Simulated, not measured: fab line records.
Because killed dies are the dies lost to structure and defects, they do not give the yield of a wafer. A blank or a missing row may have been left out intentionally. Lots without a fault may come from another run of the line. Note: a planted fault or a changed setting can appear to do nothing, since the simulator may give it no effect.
fab line records + flow nandHarc + part 2 of 2: steps 22 to 33 of 33
record
- lots=5
- wafers=15
- lastDay=32
route steps=1302 shown A_CHANNEL_FILL_D2@615 A_STAIRCASE@639
lots with no fault: from the same line, run without faults
startH: start of the lot's first displayed wafer, in hours after the record's first day + waitH: hours since the lot's step before + " the same as in the row above + L1.1+2: a row that stands for several wafers + - no value present, or no start provided + * or withheld: withheld + < > ~ a bound
route shown NAME@n: a module of which the file shows steps, and the number in the route of the first + usual: mean and standard deviation over wafers with no fault + same: alike in all rows + chamber/n: place in a boat + sites: the reading at each site + _std_site: standard deviation across them + _edge_site: mean of outer sites minus mean of inner sites + radiusMm: for every site, how far away it sits from the centre of the wafer + mask NAME#n: copy n + behind: the most recent tool/chamber to have shaped the wafer + hold: why the lot was held/for how many hours/how that ended + device: whichever transistor did not switch (one of n, p or np) + end of line: tests run on the same wafers once the route is complete + a step with no rows: only its recipe + killed: not the wafer's yield, but the dies lost to structure and defects at the first sort + map: a wafer's dies, x killed, . not, _ none there
set.NAME: the setting as run; set.NAME@STEP: as run at that earlier step + model.NAME: the simulator's own value behind a step, which no gauge read
a table for each step, a row for each wafer; lots at some steps of the route
services: from which hour (startH, from the record's first day; less than 0 if before it) a tool's chamber was out of use, for how many hours, and why
## steps
# step NHARC_A_STAIRCASE_DEP_156
# recipe
- targetThkA=500
- tempC=400
- targetThkNm=50
- flowSccm=200
- rfW=450
- material=SiNx
# usual
- heaterPowerW=683/79
- showerheadVppV=1300/66
| lot.wafer | tool     | chamber | startH | waitH | heaterPowerW | showerheadVppV |
|-----------|----------|---------|--------|-------|--------------|----------------|
| L075.1    | pecvd-04 | 2       | 347.36 | 0.1   | 881          | 1320           |
| L075.4    | "        | 0       | "      | "     | 613          | 1416           |
| L075.5    | "        | 1       | "      | "     | 856          | 1185           |
| L080.2    | pecvd-03 | 0       | 408.43 | 0.2   | 700          | 1286           |
| L080.6    | "        | 0       | "      | "     | 703          | 1243           |
| L080.4    | "        | 2       | "      | "     | 550          | 1297           |
| L082.2    | pecvd-03 | 0       | 433.32 | 0.1   | 700          | 1258           |
| L082.1    | "        | 2       | "      | "     | 623          | 1327           |
| L082.5    | "        | 2       | "      | "     | 638          | 1326           |
| L092.1    | pecvd-02 | 0       | 530.86 | 0.1   | 775          | 1223           |
| L092.3    | "        | 2       | "      | "     | 534          | 1380           |
| L092.6    | "        | 1       | "      | "     | 664          | 1306           |
| L095.1    | pecvd-02 | 2       | 556.11 | 0.1   | 648          | 1353           |
| L095.2    | "        | 2       | "      | "     | 685          | 1371           |
| L095.3    | "        | 2       | "      | "     | 680          | 1389           |
# step NHARC_A_STAIRCASE_DEHYDRATE_158
# recipe
- tempC=150
- timeS=120
| lot.wafer  | tool          | chamber | startH | waitH |
|------------|---------------|---------|--------|-------|
| L075.1+4+5 | lithoTrack-05 | 0       | 347.63 | 0.2   |
| L080.2+4+6 | lithoTrack-07 | 0       | 408.70 | 0.2   |
| L082.1+2+5 | lithoTrack-07 | 0       | 433.59 | 0.2   |
| L092.1+3+6 | lithoTrack-07 | 0       | 531.13 | 0.2   |
| L095.1+2+3 | lithoTrack-07 | 0       | 556.73 | 0.5   |
# step NHARC_A_STAIRCASE_HMDS_159
# recipe
- timeS=30
| lot.wafer  | tool          | chamber | startH | waitH |
|------------|---------------|---------|--------|-------|
| L075.1+4+5 | lithoTrack-05 | 0       | -      | -     |
| L080.2+4+6 | lithoTrack-07 | 0       | -      | -     |
| L082.1+2+5 | lithoTrack-07 | 0       | -      | -     |
| L092.1+3+6 | lithoTrack-07 | 0       | -      | -     |
| L095.1+2+3 | lithoTrack-07 | 0       | -      | -     |
# step NHARC_A_STAIRCASE_COAT_160
# recipe
- spinRpm=1200
| lot.wafer  | tool          | chamber | startH | waitH |
|------------|---------------|---------|--------|-------|
| L075.1+4+5 | lithoTrack-05 | 0       | -      | -     |
| L080.2+4+6 | lithoTrack-07 | 0       | -      | -     |
| L082.1+2+5 | lithoTrack-07 | 0       | -      | -     |
| L092.1+3+6 | lithoTrack-07 | 0       | -      | -     |
| L095.1+2+3 | lithoTrack-07 | 0       | -      | -     |
# step NHARC_A_STAIRCASE_SOFTBAKE_161
# recipe
- tempC=135
- timeS=170
| lot.wafer  | tool          | chamber | startH | waitH |
|------------|---------------|---------|--------|-------|
| L075.1+4+5 | lithoTrack-05 | 0       | -      | -     |
| L080.2+4+6 | lithoTrack-07 | 0       | -      | -     |
| L082.1+2+5 | lithoTrack-07 | 0       | -      | -     |
| L092.1+3+6 | lithoTrack-07 | 0       | -      | -     |
| L095.1+2+3 | lithoTrack-07 | 0       | -      | -     |
# step NHARC_A_STAIRCASE_EBR_162
| lot.wafer  | tool          | chamber | startH | waitH |
|------------|---------------|---------|--------|-------|
| L075.1+4+5 | lithoTrack-05 | 0       | -      | -     |
| L080.2+4+6 | lithoTrack-07 | 0       | -      | -     |
| L082.1+2+5 | lithoTrack-07 | 0       | -      | -     |
| L092.1+3+6 | lithoTrack-07 | 0       | -      | -     |
| L095.1+2+3 | lithoTrack-07 | 0       | -      | -     |
# step NHARC_A_STAIRCASE_EXPOSE_163
# recipe
- na=0.5
- doseMj=20.01
- maskId=STAIR_OPEN
# usual
- reticleTempC=23.00/0.12
| lot.wafer | tool          | chamber | startH | waitH | mask         | reticleTempC |
|-----------|---------------|---------|--------|-------|--------------|--------------|
| L075.1    | krfScanner-04 | 0       | 347.96 | -     | STAIR_OPEN#0 | 23.23        |
| L075.4    | "             | 0       | "      | "     | STAIR_OPEN#0 | 23.06        |
| L075.5    | "             | 0       | "      | "     | STAIR_OPEN#0 | 22.96        |
| L080.2    | krfScanner-02 | 0       | 408.91 | -     | STAIR_OPEN#0 | 22.94        |
| L080.4    | "             | 0       | "      | "     | STAIR_OPEN#0 | 23.00        |
| L080.6    | "             | 0       | "      | "     | STAIR_OPEN#0 | 23.06        |
| L082.1    | krfScanner-04 | 0       | 433.92 | -     | STAIR_OPEN#0 | 22.99        |
| L082.2    | "             | 0       | "      | "     | STAIR_OPEN#0 | 23.15        |
| L082.5    | "             | 0       | "      | "     | STAIR_OPEN#0 | 22.99        |
| L092.1    | krfScanner-03 | 0       | 531.34 | -     | STAIR_OPEN#0 | 22.88        |
| L092.3    | "             | 0       | "      | "     | STAIR_OPEN#0 | 22.86        |
| L092.6    | "             | 0       | "      | "     | STAIR_OPEN#0 | 23.02        |
| L095.1    | krfScanner-02 | 0       | 556.94 | -     | STAIR_OPEN#0 | 23.13        |
| L095.2    | "             | 0       | "      | "     | STAIR_OPEN#0 | 23.10        |
| L095.3    | "             | 0       | "      | "     | STAIR_OPEN#0 | 22.86        |
# step NHARC_A_STAIRCASE_PEB_164
# recipe
- pebTempC=115
- pebTimeS=130
| lot.wafer  | tool          | chamber | startH | waitH |
|------------|---------------|---------|--------|-------|
| L075.1+4+5 | lithoTrack-02 | 0       | 348.02 | 0.1   |
| L080.2+4+6 | lithoTrack-07 | 0       | 408.97 | 0.1   |
| L082.1+2+5 | lithoTrack-07 | 0       | 433.99 | 0.1   |
| L092.1+3+6 | lithoTrack-02 | 0       | 531.41 | 0.1   |
| L095.1+2+3 | lithoTrack-02 | 0       | 557.00 | 0.1   |
# step NHARC_A_STAIRCASE_DEVELOP_165
# recipe
- timeS=140
| lot.wafer  | tool          | chamber | startH | waitH |
|------------|---------------|---------|--------|-------|
| L075.1+4+5 | lithoTrack-02 | 0       | -      | -     |
| L080.2+4+6 | lithoTrack-07 | 0       | -      | -     |
| L082.1+2+5 | lithoTrack-07 | 0       | -      | -     |
| L092.1+3+6 | lithoTrack-02 | 0       | -      | -     |
| L095.1+2+3 | lithoTrack-02 | 0       | -      | -     |
# step NHARC_A_STAIRCASE_HARDBAKE_167
# recipe
- tempC=120
- timeS=140
| lot.wafer  | tool          | chamber | startH | waitH |
|------------|---------------|---------|--------|-------|
| L075.1+4+5 | lithoTrack-05 | 0       | 348.24 | -     |
| L080.2+4+6 | lithoTrack-02 | 0       | 409.20 | -     |
| L082.1+2+5 | lithoTrack-05 | 0       | 434.21 | -     |
| L092.1+3+6 | lithoTrack-05 | 0       | 531.63 | -     |
| L095.1+2+3 | lithoTrack-07 | 0       | 557.22 | -     |
# step NHARC_A_STAIRCASE_DESCUM_168
# recipe
- timeS=3
- o2FlowSccm=200
- arFlowSccm=0
- biasPowerW=0
- chemistry=O2
# usual
- drypumpMotorCurrentA=6.0/0.35
- mfcArSccm=0.009/0.011
- oesProductAu=0.998/0.0078
- rfVppV=57.8/0.77
- showerheadPlenumPTorr=1.91/0.089
- throttleValvePct=11.311/0.0082
| lot.wafer | tool       | chamber | startH | waitH | drypumpMotorCurrentA | mfcArSccm | oesProductAu | rfHoursCounterH | rfVppV | showerheadPlenumPTorr | throttleValvePct |
|-----------|------------|---------|--------|-------|----------------------|-----------|--------------|-----------------|--------|-----------------------|------------------|
| L075.1    | rieDiel-02 | 3       | 348.35 | -     | 5.9                  | 0.002     | 0.986        | 41              | 57.8   | 1.79                  | 11.304           |
| L075.4    | "          | 0       | "      | "     | 5.9                  | 0.004     | 0.989        | 43              | 57.4   | 1.87                  | 11.306           |
| L075.5    | "          | 1       | "      | "     | 5.5                  | 0         | 0.990        | -               | 58.5   | 2.05                  | 11.301           |
| L080.4    | rieDiel-08 | 3       | 409.28 | -     | 6.0                  | 0.003     | 1.003        | 12              | 57.8   | 2.03                  | 11.322           |
| L080.2    | "          | 2       | "      | "     | 6.2                  | 0.016     | 1.009        | 11              | 58.0   | 1.94                  | 11.304           |
| L080.6    | "          | 0       | "      | "     | 6.4                  | 0.027     | 0.992        | -               | 58.3   | 1.87                  | 11.317           |
| L082.1    | rieDiel-02 | 0       | 434.31 | -     | 5.9                  | 0.004     | 0.996        | 10              | 58.6   | 1.86                  | 11.312           |
| L082.2    | "          | 1       | "      | "     | 5.5                  | 0         | 0.999        | 8               | 57.6   | 2.04                  | 11.332           |
| L082.5    | "          | 3       | "      | "     | 5.9                  | 0.002     | 1.001        | -               | 55.9   | 1.78                  | 11.306           |
| L092.3    | rieDiel-02 | 2       | 531.72 | -     | 6.6                  | 0.033     | 1.004        | 25              | 58.3   | 1.97                  | 11.320           |
| L092.1    | "          | 0       | "      | "     | 5.9                  | 0.004     | 1.006        | 41              | 58.5   | 1.85                  | 11.302           |
| L092.6    | "          | 2       | "      | "     | 6.6                  | 0.033     | 1.003        | -               | 56.6   | 1.97                  | 11.298           |
| L095.1    | rieDiel-02 | 0       | 557.32 | -     | 5.9                  | 0.004     | 0.983        | 49              | 57.5   | 1.85                  | 11.329           |
| L095.2    | "          | 1       | "      | "     | 5.5                  | 0         | 0.995        | 42              | 58.6   | 2.03                  | 11.299           |
| L095.3    | "          | 2       | "      | "     | 6.6                  | 0.033     | 0.986        | 33              | 57.1   | 1.96                  | 11.316           |
# step NHARC_A_STAIRCASE_ETCH_169
# recipe
- targetDepthA=500
- timeS=107.1
- ionEnergyEv=120
- ch3fFlowSccm=50
- o2FlowSccm=30
- arFlowSccm=200
- rfW=500
- biasW=100
- chemistry=CH3F/O2
# usual
- drypumpMotorCurrentA=6.0/0.36
- mfcArSccm=200.1/0.57
- oesProductAu=0.955/0.02
- rfVppV=244.3/1.8
- showerheadPlenumPTorr=2.46/0.11
- throttleValvePct=20.664/0.0094
| lot.wafer | tool       | chamber | startH | waitH | drypumpMotorCurrentA | mfcArSccm | oesProductAu | rfHoursCounterH | rfVppV | showerheadPlenumPTorr | throttleValvePct |
|-----------|------------|---------|--------|-------|----------------------|-----------|--------------|-----------------|--------|-----------------------|------------------|
| L075.1    | rieDiel-02 | 2       | 351.23 | 2.9   | 6.6                  | 200.2     | 0.930        | 39              | 244.6  | 2.54                  | 20.667           |
| L075.4    | "          | 3       | "      | "     | 5.8                  | 199.4     | 0.922        | 43              | 242.1  | 2.31                  | 20.678           |
| L075.5    | "          | 3       | "      | "     | 5.8                  | 199.9     | 0.920        | -               | 241.9  | 2.31                  | 20.684           |
| L080.4    | rieDiel-08 | 3       | 409.39 | 0.1   | 6.0                  | 200.3     | 0.953        | 13              | 245.7  | 2.61                  | 20.670           |
| L080.2    | "          | 0       | "      | "     | 6.4                  | 197.8     | 0.946        | 9               | 243.4  | 2.40                  | 20.664           |
| L080.6    | "          | 1       | "      | "     | 5.7                  | 200.7     | 0.968        | -               | 243.1  | 2.39                  | 20.660           |
| L082.1    | rieDiel-02 | 3       | 434.40 | 0.1   | 5.9                  | 200.3     | 0.936        | 12              | 242.9  | 2.30                  | 20.680           |
| L082.2    | "          | 1       | "      | "     | 5.5                  | 200.4     | 0.952        | 8               | 246.0  | 2.61                  | 20.660           |
| L082.5    | "          | 2       | "      | "     | 6.6                  | 199.9     | 0.955        | -               | 244.5  | 2.53                  | 20.647           |
| L092.1    | rieDiel-02 | 2       | 531.80 | 0.1   | 6.6                  | 199.6     | 0.946        | 25              | 245.1  | 2.52                  | 20.657           |
| L092.3    | "          | 3       | "      | "     | 5.9                  | 199.1     | 0.931        | 38              | 241.1  | 2.29                  | 20.651           |
| L092.6    | "          | 2       | "      | "     | 6.6                  | 200.5     | 0.941        | -               | 244.0  | 2.52                  | 20.656           |
| L095.3    | rieDiel-02 | 1       | 557.40 | 0.1   | 5.4                  | 200.5     | 0.966        | 42              | 246.2  | 2.60                  | 20.655           |
| L095.1    | "          | 2       | "      | "     | 6.6                  | 200.3     | 0.972        | 33              | 245.2  | 2.52                  | 20.676           |
| L095.2    | "          | 3       | "      | "     | 5.9                  | 200.4     | 0.940        | 46              | 240.6  | 2.28                  | 20.682           |
## services
| tool          | chamber | startH | hours | kind   |
|---------------|---------|--------|-------|--------|
| rieDiel-07    | -       | 294.22 | 9.0   | pm     |
| rieDiel-05    | 2       | 296.52 | 3.6   | repair |
| lithoTrack-05 | -       | 299.00 | 7.0   | pm     |
| rieDiel-02    | 0       | 304.79 | 9.6   | repair |
| rieDiel-02    | 2       | 306.82 | 7.8   | repair |
| rieDiel-05    | 2       | 334.76 | 1.2   | repair |
| wetBench-07   | -       | 336.00 | 8.0   | pm     |
| rieDiel-02    | 3       | 337.15 | 5.8   | repair |
| rieDiel-02    | 3       | 353.28 | 2.9   | repair |
| rieDiel-02    | 1       | 371.08 | 4.7   | repair |
| rieDiel-07    | 0       | 391.09 | 1.3   | repair |
| rieDiel-02    | -       | 393.70 | 9.0   | pm     |
| lithoTrack-02 | -       | 402.00 | 7.0   | pm     |
| wetBench-02   | -       | 420.00 | 8.0   | pm     |
| lithoTrack-07 | -       | 426.00 | 7.0   | pm     |
| rieDiel-02    | 1       | 440.14 | 22.0  | repair |
| rieDiel-02    | 2       | 446.95 | 33.0  | repair |
| wetBench-01   | -       | 453.60 | 8.0   | pm     |
| rieDiel-07    | 3       | 455.45 | 12.6  | repair |
| rieDiel-07    | -       | 471.22 | 9.0   | pm     |
| lithoTrack-05 | -       | 474.00 | 7.0   | pm     |
| rieDiel-02    | 3       | 477.35 | 3.9   | repair |
| wetBench-07   | -       | 512.00 | 8.0   | pm     |
| rieDiel-07    | 2       | 533.52 | 11.6  | repair |
